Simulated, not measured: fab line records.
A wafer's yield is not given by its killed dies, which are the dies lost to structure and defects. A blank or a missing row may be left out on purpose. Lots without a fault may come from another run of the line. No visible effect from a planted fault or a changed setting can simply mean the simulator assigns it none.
Which tool was responsible? -- flow n5 finfet -- 22 lots, 66 wafers sampled, at 6 steps of a route of 1938

== WHAT EACH GAUGE READ, for each wafer ==
The record holds no reading of a measuring or inspecting step that can be judged against a usual standard deviation.

== WHAT TOOL EACH LOT RAN ON (gives the tool, then ch and the chambers of the sampled wafers, and finally the start) ==
lot,N5_BEOL_M3_ILD_DEP_00,N5_BEOL_M3_DESCUM_16,N5_BEOL_M3_ETCH_74,N5_BEOL_M3_HM_OPEN_17,N5_BEOL_M3_ALD_98,N5_BEOL_M3_PRE_CLEAN_45
L074,"pecvd-04 ch 0,1, day 6 20:08","rie diel-05 ch 1,2, day 6 22:54","rie diel-05 ch 1,2, day 6 22:56","rie metal-03 ch 0,1, day 6 23:09","ald sin-01 ch 2,3, day 6 23:56","pvd sputter-02, day 7 01:22"
L075,"pecvd-04 ch 0,1,2, day 7 07:54","rie diel-04 ch 0,2,3, day 7 08:34","rie diel-04 ch 0,2,3, day 7 08:37","rie metal-03 ch 0,1, day 7 08:49","ald sin-01 ch 0,1,3, day 7 10:20","pvd sputter-03, day 7 11:47"
L076,"pecvd-04 ch 0,1, day 7 09:25","rie diel-01 ch 1,2,3, day 7 10:20","rie diel-01 ch 1,2,3, day 7 10:22","rie metal-03 ch 0,1, day 7 10:35","ald sin-04 ch 0,1,3, day 7 12:17","pvd sputter-01, day 7 17:11"
L077,"pecvd-04 ch 0,1,2, day 7 15:04","rie diel-05 ch 0,1,3, day 7 16:58","rie diel-05 ch 0,1,3, day 7 17:01","rie metal-01 ch 0,1, day 7 17:13","ald sin-02 ch 1,3, day 7 18:08","pvd sputter-01, day 7 20:26"
L078,"pecvd-02 ch 0,1, day 8 01:13","rie diel-04 ch 0,1,2, day 8 02:11","rie diel-04 ch 0,1,2, day 8 02:13","rie metal-01 ch 0, day 8 02:26","ald sin-04 ch 0,1,2, day 8 03:11","pvd sputter-03, day 8 05:18"
L079,"pecvd-03 ch 0,2, day 8 05:22","rie diel-01 ch 1,3, day 8 08:13","rie diel-01 ch 1,3, day 8 08:15","rie metal-01 ch 0, day 8 08:31","ald sin-04 ch 1,2,3, day 8 10:33","pvd sputter-01, day 8 14:07"
L080,"pecvd-03 ch 0,1, day 8 18:08","rie diel-05 ch 1,2, day 8 19:13","rie diel-05 ch 1,2, day 8 19:15","rie metal-01 ch 0, day 8 19:28","ald sin-04 ch 0,2, day 8 21:28","pvd sputter-02, day 9 01:35"
L081,"pecvd-02 ch 0,2, day 8 20:44","rie diel-04 ch 1,2,3, day 9 00:00","rie diel-04 ch 1,2,3, day 9 00:02","rie metal-02 ch 0,1, day 9 00:17","ald sin-01 ch 0,1,3, day 9 01:32","pvd sputter-03, day 9 05:39"
L082,"pecvd-02 ch 0,2, day 8 23:40","rie diel-01 ch 0,1,2, day 9 01:10","rie diel-01 ch 0,1,2, day 9 01:11","rie metal-03 ch 0,1, day 9 01:25","ald sin-04 ch 0,2, day 9 02:19","pvd sputter-01, day 9 09:22"
L083,"pecvd-02 ch 0,2, day 9 04:42","rie diel-04 ch 0,1,2, day 9 05:36","rie diel-04 ch 0,1,2, day 9 05:38","rie metal-02 ch 0,1, day 9 05:50","ald sin-04 ch 0,1,2, day 9 06:37","pvd sputter-01, day 9 09:47"
L084,"pecvd-04 ch 0,2, day 9 16:32","rie diel-04 ch 0,3, day 9 18:03","rie diel-04 ch 0,3, day 9 18:05","rie metal-03 ch 0,1, day 9 18:17","ald sin-01 ch 1,3, day 9 19:11","pvd sputter-03, day 9 20:02"
L085,"pecvd-04 ch 0,1,2, day 9 23:21","rie diel-04 ch 1,3, day 10 00:51","rie diel-04 ch 1,3, day 10 00:53","rie metal-03 ch 0,1, day 10 01:06","ald sin-01 ch 0,2,3, day 10 02:02","pvd sputter-02, day 10 06:11"
L086,"pecvd-03 ch 0,1,2, day 10 05:19","rie diel-04 ch 0,2,3, day 10 06:16","rie diel-04 ch 0,2,3, day 10 06:18","rie metal-02 ch 0,1, day 10 06:31","ald sin-01 ch 1,3, day 10 07:25","pvd sputter-02, day 10 10:23"
L088,"pecvd-03 ch 0,1,2, day 10 19:19","rie diel-01 ch 1,3, day 10 22:20","rie diel-01 ch 1,3, day 10 22:23","rie metal-01 ch 0,1, day 10 22:35","ald sin-04 ch 0,3, day 10 23:30","pvd sputter-03, day 11 00:59"
L089,"pecvd-04 ch 1,2, day 10 19:34","rie diel-01 ch 1,2,3, day 10 22:34","rie diel-01 ch 1,2,3, day 10 22:36","rie metal-02 ch 0,1, day 10 22:49","ald sin-04 ch 0,1,3, day 11 00:08","pvd sputter-03, day 11 06:26"
L090,"pecvd-04 ch 1,2, day 10 23:13","rie diel-04 ch 1,3, day 11 01:28","rie diel-04 ch 1,3, day 11 01:29","rie metal-03 ch 1, day 11 01:43","ald sin-04 ch 1,3, day 11 02:48","pvd sputter-02, day 11 06:32"
L091,"pecvd-02 ch 0,2, day 11 03:10","rie diel-04 ch 1,2,3, day 11 05:45","rie diel-04 ch 1,2,3, day 11 05:47","rie metal-02 ch 0,1, day 11 06:00","ald sin-01 ch 0,1,2, day 11 07:29","pvd sputter-01, day 11 10:09"
L093,"pecvd-02 ch 0, day 11 18:03","rie diel-01 ch 1,2,3, day 11 18:44","rie diel-01 ch 1,2,3, day 11 18:46","rie metal-01 ch 0,1, day 11 18:59","ald sin-01 ch 0,1,2, day 11 19:44","pvd sputter-01, day 11 20:46"
L094,"pecvd-03 ch 0,1, day 12 08:20","rie diel-05 ch 0,1, day 12 09:41","rie diel-05 ch 0,1, day 12 09:43","rie metal-03 ch 0,1, day 12 09:58","ald sin-02 ch 1,2,3, day 12 10:41","pvd sputter-03, day 12 14:26"
L095,"pecvd-03 ch 0,1,2, day 12 08:28","rie diel-01 ch 0,2,3, day 12 09:50","rie diel-01 ch 0,2,3, day 12 09:52","rie metal-03 ch 0,1, day 12 10:07","ald sin-02 ch 1,2, day 12 10:50","pvd sputter-01, day 12 17:31"
L096,"pecvd-04 ch 1,2, day 12 10:09","rie diel-05 ch 0,1,3, day 12 12:43","rie diel-05 ch 0,1,3, day 12 12:46","rie metal-02 ch 0,1, day 12 12:58","ald sin-02 ch 0,2,3, day 12 14:14","pvd sputter-03, day 12 17:45"
L097,"pecvd-04 ch 0,1,2, day 12 21:12","rie diel-05 ch 0,1,3, day 13 01:08","rie diel-05 ch 0,1,3, day 13 01:10","rie metal-03 ch 0,1, day 13 01:26","ald sin-04 ch 1,3, day 13 02:37","pvd sputter-02, day 13 05:29"
- N5_BEOL_M3_ILD_DEP_00: deposits SiOC from DEMS/O2, target thk 79 nm, time 15.3 s.
- N5_BEOL_M3_DESCUM_16: chemistry O2, time 7 s.
- N5_BEOL_M3_ETCH_74: etches underlayer in N2/H2, target depth 6.5 nm, time 5.2 s.
- N5_BEOL_M3_HM_OPEN_17: chemistry Cl2/BCl3, target TiN, target depth 20 nm, overetch 6 nm.
- N5_BEOL_M3_ALD_98: deposits SiO2, target thk 2.5 nm, pulse time 1 s, co reactant pulse time 1 s.
- N5_BEOL_M3_PRE_CLEAN_45: time 30 s.

== AS READ BY THE TOOLS THEMSELVES (means over the sampled wafers that have a number; for cases with no such wafer, the mark the record gives instead) ==
N5_BEOL_M3_ILD_DEP_00. Usual: heater power w 512 W, standard deviation 55; showerhead plenum p Torr 5.684 Torr, standard deviation 0.015; susceptor temp C 350.00 C, standard deviation 0.21; throttle valve pct 12.0 %, standard deviation 0.65.
lot,tool,heater power w (W),showerhead plenum p Torr (Torr),susceptor temp C (C),throttle valve pct (%),flag
L074,pecvd-04,538,5.668,349.83,12.8,
L075,pecvd-04,554,5.672,350.18,12.4,
L076,pecvd-04,483,5.667,349.74,12.6,
L077,pecvd-04,530,5.684,350.07,12.4,
L078,pecvd-02,511,5.677,349.82,11.7,
L079,pecvd-03,543,5.684,350.05,11.7,
L080,pecvd-03,463,5.702,349.82,12.0,
L081,pecvd-02,453,5.686,349.81,12.0,
L082,pecvd-02,492,5.686,349.92,12.0,
L083,pecvd-02,482,5.680,350.15,12.1,
L084,pecvd-04,538,5.673,350.06,12.3,
L085,pecvd-04,518,5.679,350.04,12.2,
L086,pecvd-03,518,5.703,349.96,11.4,
L088,pecvd-03,537,5.691,349.80,11.6,
L089,pecvd-04,499,5.672,350.21,12.1,
L090,pecvd-04,549,5.669,349.94,12.1,
L091,pecvd-02,463,5.704,349.81,11.3,
L093,pecvd-02,489,5.677,350.17,11.5,
L094,pecvd-03,421,5.686,350.06,11.9,
L095,pecvd-03,519,5.695,350.20,11.7,
L096,pecvd-04,563,5.673,349.90,12.0,
L097,pecvd-04,522,5.678,350.06,12.2,

N5_BEOL_M3_DESCUM_16. Usual: drypump motor current A 5.8 A, standard deviation 0.44; oes product au 0.76 a.u., standard deviation 0.077; rf vpp V 243.0 V, standard deviation 1.5; showerhead plenum p Torr 2.09 Torr, standard deviation 0.076; throttle valve pct 20.38 %, standard deviation 0.26.
lot,tool,drypump motor current A (A),oes product au (a.u.),rf vpp V (V),showerhead plenum p Torr (Torr),throttle valve pct (%),flag
L074,rie diel-05,5.7,0.84,241.6,2.02,20.47,
L075,rie diel-04,5.8,0.82,244.3,2.11,20.19,
L076,rie diel-01,5.5,0.72,244.1,2.14,20.51,
L077,rie diel-05,5.7,0.74,241.1,1.98,20.52,
L078,rie diel-04,6.2,0.76,243.7,2.12,20.27,
L079,rie diel-01,5.6,0.71,243.5,2.11,20.56,
L080,rie diel-05,5.6,0.85,243.1,2.08,20.27,
L081,rie diel-04,5.8,0.78,242.6,2.07,20.13,
L082,rie diel-01,5.4,0.81,243.9,2.13,20.37,
L083,rie diel-04,6.2,0.76,243.3,2.12,20.29,
L084,rie diel-04,6.1,0.82,243.4,2.14,20.44,
L085,rie diel-04,6.1,0.76,242.4,2.07,20.31,
L086,rie diel-04,5.9,0.81,243.9,2.10,20.23,
L088,rie diel-01,5.5,0.69,243.9,2.13,20.54,
L089,rie diel-01,5.5,0.69,243.0,2.13,20.54,
L090,rie diel-04,5.8,0.80,243.3,2.05,20.24,
L091,rie diel-04,5.8,0.76,242.7,2.07,20.18,
L093,rie diel-01,5.5,0.69,243.6,2.13,20.55,
L094,rie diel-05,5.8,0.74,240.5,1.95,20.74,
L095,rie diel-01,5.4,0.76,243.3,2.14,20.36,
L096,rie diel-05,5.7,0.72,241.1,1.96,20.58,
L097,rie diel-05,5.8,0.72,240.4,1.96,20.58,

N5_BEOL_M3_ETCH_74. Usual: value, then standard deviation, for each; drypump motor current A 5.8 A / 0.44; etch rf on time s 5.20 s / 0.089; h2 flow sccm 200.0 sccm / 0.65; oes product au 0.65 a.u. / 0.064; rf vpp V 523.6 V / 3; showerhead plenum p Torr 2.54 Torr / 0.098; throttle valve pct 17.84 % / 0.23.
lot,tool,drypump motor current A (A),etch rf on time s (s),h2 flow sccm (sccm),oes product au (a.u.),rf vpp V (V),showerhead plenum p Torr (Torr),throttle valve pct (%),flag
L074,rie diel-05,5.7,5.22,200.4,0.71,519.9,2.44,17.77,
L075,rie diel-04,5.8,5.13,200.3,0.71,526.0,2.58,17.81,
L076,rie diel-01,5.5,5.22,200.2,0.61,524.7,2.60,18.03,
L077,rie diel-05,5.8,5.27,200.2,0.63,520.0,2.40,17.89,
L078,rie diel-04,6.2,5.15,200.3,0.65,524.7,2.58,17.73,
L079,rie diel-01,5.6,5.24,201.0,0.61,522.6,2.57,18.04,
L080,rie diel-05,5.6,5.12,199.8,0.72,523.0,2.52,17.66,
L081,rie diel-04,5.9,5.13,200.3,0.67,522.7,2.52,17.65,
L082,rie diel-01,5.5,5.30,200.2,0.67,525.1,2.59,17.94,
L083,rie diel-04,6.2,5.14,200.6,0.65,525.5,2.58,17.73,
L084,rie diel-04,6.2,5.19,199.5,0.70,525.4,2.61,18.01,
L085,rie diel-04,6.1,5.15,199.4,0.65,524.0,2.50,17.65,
L086,rie diel-04,5.8,5.10,200.1,0.69,524.2,2.57,17.85,
L088,rie diel-01,5.5,5.23,199.9,0.59,525.9,2.58,17.99,
L089,rie diel-01,5.5,5.24,200.1,0.59,525.5,2.59,18.09,
L090,rie diel-04,5.8,5.18,200.5,0.69,521.8,2.49,17.77,
L091,rie diel-04,5.8,5.16,200.1,0.65,522.3,2.52,17.68,
L093,rie diel-01,5.5,5.29,199.9,0.58,524.6,2.59,18.09,
L094,rie diel-05,5.8,5.22,199.9,0.63,518.9,2.36,18.00,
L095,rie diel-01,5.4,5.30,200.2,0.64,526.0,2.61,17.88,
L096,rie diel-05,5.7,5.27,200.2,0.61,519.2,2.38,17.93,
L097,rie diel-05,5.8,5.24,199.9,0.61,518.9,2.38,17.97,

N5_BEOL_M3_HM_OPEN_17. Usual: drypump motor current A 6.0 A, standard deviation 0.32; oes product au 0.66 a.u., standard deviation 0.1; throttle valve pct 22.1 %, standard deviation 0.34.
lot,tool,drypump motor current A (A),oes product au (a.u.),throttle valve pct (%),flag
L074,rie metal-03,6.2,0.64,22.4,
L075,rie metal-03,6.3,0.59,22.6,
L076,rie metal-03,6.3,0.59,22.6,
L077,rie metal-01,5.9,0.64,22.0,
L078,rie metal-01,5.7,0.69,21.8,
L079,rie metal-01,5.7,0.68,21.8,
L080,rie metal-01,5.7,0.68,21.8,
L081,rie metal-02,5.7,0.59,21.9,
L082,rie metal-03,6.2,0.63,22.4,
L083,rie metal-02,5.6,0.59,21.9,
L084,rie metal-03,6.2,0.58,22.6,
L085,rie metal-03,6.2,0.57,22.6,
L086,rie metal-02,5.5,0.64,21.9,
L088,rie metal-01,6.0,0.79,21.7,
L089,rie metal-02,5.5,0.63,21.9,
L090,rie metal-03,6.1,0.67,22.3,
L091,rie metal-02,5.5,0.63,21.9,
L093,rie metal-01,5.9,0.72,21.8,
L094,rie metal-03,6.3,0.77,22.4,
L095,rie metal-03,6.2,0.72,22.3,
L096,rie metal-02,5.6,0.57,21.9,
L097,rie metal-03,6.2,0.76,22.4,

N5_BEOL_M3_ALD_98. Usual: heater power w 82 W, standard deviation 6.3; precursor pulse height rel 1.002, standard deviation 0.021; susceptor temp C 100.00 C, standard deviation 0.14.
lot,tool,heater power w (W),precursor pulse height rel,susceptor temp C (C),flag
L074,ald sin-01,82,1.003,99.95,
L075,ald sin-01,83,1.003,99.90,
L076,ald sin-04,79,1.014,100.07,
L077,ald sin-02,80,0.993,99.90,
L078,ald sin-04,79,1.019,100.04,
L079,ald sin-04,85,1.011,100.12,
L080,ald sin-04,78,1.007,99.80,
L081,ald sin-01,83,0.990,100.21,
L082,ald sin-04,81,0.987,99.91,
L083,ald sin-04,79,0.993,100.04,
L084,ald sin-01,87,1.025,99.92,
L085,ald sin-01,83,0.994,100.07,
L086,ald sin-01,88,1.019,99.99,
L088,ald sin-04,84,0.974,100.04,
L089,ald sin-04,81,1.016,99.94,
L090,ald sin-04,85,1.006,99.89,
L091,ald sin-01,79,1.003,99.91,
L093,ald sin-01,79,0.991,99.96,
L094,ald sin-02,83,0.994,99.99,
L095,ald sin-02,83,1.009,99.87,
L096,ald sin-02,78,0.992,100.02,
L097,ald sin-04,85,0.994,99.89,

N5_BEOL_M3_PRE_CLEAN_45. Usual: heater power w 338 W, standard deviation 36; susceptor temp C 249.98 C, standard deviation 0.18.
lot,tool,heater power w (W),susceptor temp C (C),flag
L074,pvd sputter-02,347,250.03,
L075,pvd sputter-03,312,250.02,
L076,pvd sputter-01,349,249.91,
L077,pvd sputter-01,346,250.08,
L078,pvd sputter-03,334,249.74,
L079,pvd sputter-01,393,250.10,
L080,pvd sputter-02,361,250.02,
L081,pvd sputter-03,321,249.95,
L082,pvd sputter-01,365,249.66,
L083,pvd sputter-01,375,249.99,
L084,pvd sputter-03,308,249.84,
L085,pvd sputter-02,354,249.92,
L086,pvd sputter-02,337,250.08,
L088,pvd sputter-03,318,249.86,
L089,pvd sputter-03,320,249.98,
L090,pvd sputter-02,348,249.94,
L091,pvd sputter-01,377,249.95,
L093,pvd sputter-01,367,250.11,
L094,pvd sputter-03,312,249.91,
L095,pvd sputter-01,346,250.11,
L096,pvd sputter-03,320,249.86,
L097,pvd sputter-02,319,249.98,

== THE ANSWER, worked out from the rows above alone ==
Rule: lot off if the mean of its wafers having a number is beyond 3 standard deviations from the usual mean. Also off: a lot with no number at a reading for which 4 or more lots have one. The other lots that the step has rows for count as sound. The gauges are gone through in route order, then the tools' own readings, and for those a lot's mean is taken as printed above. The first step at which some lot is off is used, and at that step the reading that is off furthest; a lot without a number counts as furthest.
No lot is off at any reading shown: from this, nothing can be told.

== WHAT THE SIMULATOR HAD PUT IN ==
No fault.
